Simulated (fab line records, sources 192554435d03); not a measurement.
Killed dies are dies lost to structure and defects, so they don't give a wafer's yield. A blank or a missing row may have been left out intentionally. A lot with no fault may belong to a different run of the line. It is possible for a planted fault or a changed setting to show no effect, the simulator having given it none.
Split-lot trial :: flow n5_finfet :: route with 1938 steps; 7 lots, 21 wafers read

THE SPLIT
At N5_BEOL_M6_COAT_05 (resist thk 90 nm), the setting spin_rpm was moved away from the recipe's 1500 rpm on 7 of the 21 wafers read, by -9.7% to +10.1%. All remaining wafers had this setting at the recipe value.

FROM THE SPLIT TO THE READING: what the file shows between them, 5 steps
- N5_BEOL_M6_EBR_07
- N5_BEOL_M6_SOFTBAKE_06: time 60 s
- N5_BEOL_M6_EXPOSE_08: exposes mask M6
- N5_BEOL_M6_PEB_09: peb time 60 s
- N5_BEOL_M6_DEVELOP_10: develop time 30 s

THE READING
CAR-ArF_of_BEOL_M6_COAT_05.thk_nm (the simulator's own value, which no gauge read), in nm, at N5_BEOL_M6_DESCUM_16 (chemistry O2, time 7.9 s). The file does not state a usual value for it. The 14 wafers here that ran the recipe average 83.7 nm, standard deviation 0.18 nm.

wafer: L076.1
tool, chamber at the split: litho_track-01, 0
spin_rpm as run, rpm: 1372
against the recipe: -8.5%
CAR-ArF_of_BEOL_M6_COAT_05.thk_nm, nm: 87.6
against lot-mates on the recipe: +4.1

wafer: L076.2
tool, chamber at the split: litho_track-01, 0
spin_rpm as run, rpm: 1500
against the recipe: recipe
CAR-ArF_of_BEOL_M6_COAT_05.thk_nm, nm: 83.6
against lot-mates on the recipe: -

wafer: L076.4
tool, chamber at the split: litho_track-01, 0
spin_rpm as run, rpm: 1500
against the recipe: recipe
CAR-ArF_of_BEOL_M6_COAT_05.thk_nm, nm: 83.4
against lot-mates on the recipe: -

wafer: L083.1
tool, chamber at the split: litho_track-01, 0
spin_rpm as run, rpm: 1500
against the recipe: recipe
CAR-ArF_of_BEOL_M6_COAT_05.thk_nm, nm: 83.4
against lot-mates on the recipe: -

wafer: L083.3
tool, chamber at the split: litho_track-01, 0
spin_rpm as run, rpm: 1500
against the recipe: recipe
CAR-ArF_of_BEOL_M6_COAT_05.thk_nm, nm: 83.6
against lot-mates on the recipe: -

wafer: L083.4
tool, chamber at the split: litho_track-01, 0
spin_rpm as run, rpm: 1383
against the recipe: -7.8%
CAR-ArF_of_BEOL_M6_COAT_05.thk_nm, nm: 87.4
against lot-mates on the recipe: +3.9

wafer: L088.3
tool, chamber at the split: litho_track-05, 0
spin_rpm as run, rpm: 1500
against the recipe: recipe
CAR-ArF_of_BEOL_M6_COAT_05.thk_nm, nm: 83.8
against lot-mates on the recipe: -

wafer: L088.5
tool, chamber at the split: litho_track-05, 0
spin_rpm as run, rpm: 1500
against the recipe: recipe
CAR-ArF_of_BEOL_M6_COAT_05.thk_nm, nm: 84
against lot-mates on the recipe: -

wafer: L088.6
tool, chamber at the split: litho_track-05, 0
spin_rpm as run, rpm: 1500
against the recipe: recipe
CAR-ArF_of_BEOL_M6_COAT_05.thk_nm, nm: 83.6
against lot-mates on the recipe: -

wafer: L089.1
tool, chamber at the split: litho_track-01, 0
spin_rpm as run, rpm: 1500
against the recipe: recipe
CAR-ArF_of_BEOL_M6_COAT_05.thk_nm, nm: 83.8
against lot-mates on the recipe: -

wafer: L089.5
tool, chamber at the split: litho_track-01, 0
spin_rpm as run, rpm: 1500
against the recipe: recipe
CAR-ArF_of_BEOL_M6_COAT_05.thk_nm, nm: 83.8
against lot-mates on the recipe: -

wafer: L089.2
tool, chamber at the split: litho_track-01, 0
spin_rpm as run, rpm: 1500
against the recipe: recipe
CAR-ArF_of_BEOL_M6_COAT_05.thk_nm, nm: 83.6
against lot-mates on the recipe: -

wafer: L090.1
tool, chamber at the split: litho_track-02, 0
spin_rpm as run, rpm: 1443
against the recipe: -3.8%
CAR-ArF_of_BEOL_M6_COAT_05.thk_nm, nm: 85.6
against lot-mates on the recipe: +2.2

wafer: L090.3
tool, chamber at the split: litho_track-02, 0
spin_rpm as run, rpm: 1443
against the recipe: -3.8%
CAR-ArF_of_BEOL_M6_COAT_05.thk_nm, nm: 85.4
against lot-mates on the recipe: +2.0

wafer: L090.4
tool, chamber at the split: litho_track-02, 0
spin_rpm as run, rpm: 1500
against the recipe: recipe
CAR-ArF_of_BEOL_M6_COAT_05.thk_nm, nm: 83.4
against lot-mates on the recipe: -

wafer: L093.1
tool, chamber at the split: litho_track-05, 0
spin_rpm as run, rpm: 1651
against the recipe: +10.1%
CAR-ArF_of_BEOL_M6_COAT_05.thk_nm, nm: 80
against lot-mates on the recipe: -3.8

wafer: L093.3
tool, chamber at the split: litho_track-05, 0
spin_rpm as run, rpm: 1500
against the recipe: recipe
CAR-ArF_of_BEOL_M6_COAT_05.thk_nm, nm: 83.8
against lot-mates on the recipe: -

wafer: L093.5
tool, chamber at the split: litho_track-05, 0
spin_rpm as run, rpm: 1500
against the recipe: recipe
CAR-ArF_of_BEOL_M6_COAT_05.thk_nm, nm: 83.8
against lot-mates on the recipe: -

wafer: L096.1
tool, chamber at the split: litho_track-02, 0
spin_rpm as run, rpm: 1500
against the recipe: recipe
CAR-ArF_of_BEOL_M6_COAT_05.thk_nm, nm: 83.6
against lot-mates on the recipe: -

wafer: L096.2
tool, chamber at the split: litho_track-02, 0
spin_rpm as run, rpm: 1354
against the recipe: -9.7%
CAR-ArF_of_BEOL_M6_COAT_05.thk_nm, nm: 88.2
against lot-mates on the recipe: +4.6

wafer: L096.3
tool, chamber at the split: litho_track-02, 0
spin_rpm as run, rpm: 1354
against the recipe: -9.7%
CAR-ArF_of_BEOL_M6_COAT_05.thk_nm, nm: 88
against lot-mates on the recipe: +4.4

FIT RESULTS
A straight line over all 21 wafers: CAR-ArF_of_BEOL_M6_COAT_05.thk_nm changes by -0.434 nm for each +1% of spin_rpm; r = -0.99; the points scatter about the line by 0.24 nm.
The same after taking each lot's own level away (the mean of its wafers on the recipe; 21 wafers): -0.449 nm for each +1%; r = -0.99; scatter 0.23 nm.
That fit puts the effect of the largest move of spin_rpm on the reading at 4.5 nm.
Across the lots, their own levels run from 83.40 to 83.80 nm, a range of 2.3 times the standard deviation given above.
Hence the lot-to-lot level has little effect on the slope; both slopes agree.
Check: for one of the wafers moved furthest among these (+10.1%), held out of the fit, the line's prediction against its lot-mates is -4.78 nm. It came out at -3.8 nm against them.

OTHER SPLITS ON THESE WAFERS
Before the reading, these wafers also passed through other splits. Each is held against what the fit with the lots' levels taken away leaves over:
other split on the same wafers: N5_BEOL_M5_COAT_74 spin_rpm
wafers away from the commonest value: 7
r with CAR-ArF_of_BEOL_M6_COAT_05.thk_nm (lot level and that fit taken away): -0.25

THE WHOLE CHAIN: every reading that the file lists as answering this split, in the file's order
step: N5_BEOL_M6_COAT_05
what it does: resist thk 90 nm
reading: CAR-ArF_of_BEOL_M6_COAT_05.thk_nm (the simulator's own value, which no gauge read)
change (the file's fit): -0.465 nm for each +1% of the setting
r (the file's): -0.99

step: N5_BEOL_M6_DEVELOP_10
what it does: develop time 30 s
reading: CAR-ArF_of_BEOL_M6_COAT_05.thk_nm (the simulator's own value, which no gauge read)
change (the file's fit): -0.457 nm for each +1% of the setting
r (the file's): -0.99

step: N5_BEOL_M6_DESCUM_16
what it does: chemistry O2, time 7.9 s
reading: CAR-ArF_of_BEOL_M6_COAT_05.thk_nm (the simulator's own value, which no gauge read)
change (the file's fit): -0.452 nm for each +1% of the setting
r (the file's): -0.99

FILE'S OWN FIT
CAR-ArF_of_BEOL_M6_COAT_05.thk_nm changes by -0.452 nm for each +1% of spin_rpm, r = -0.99.
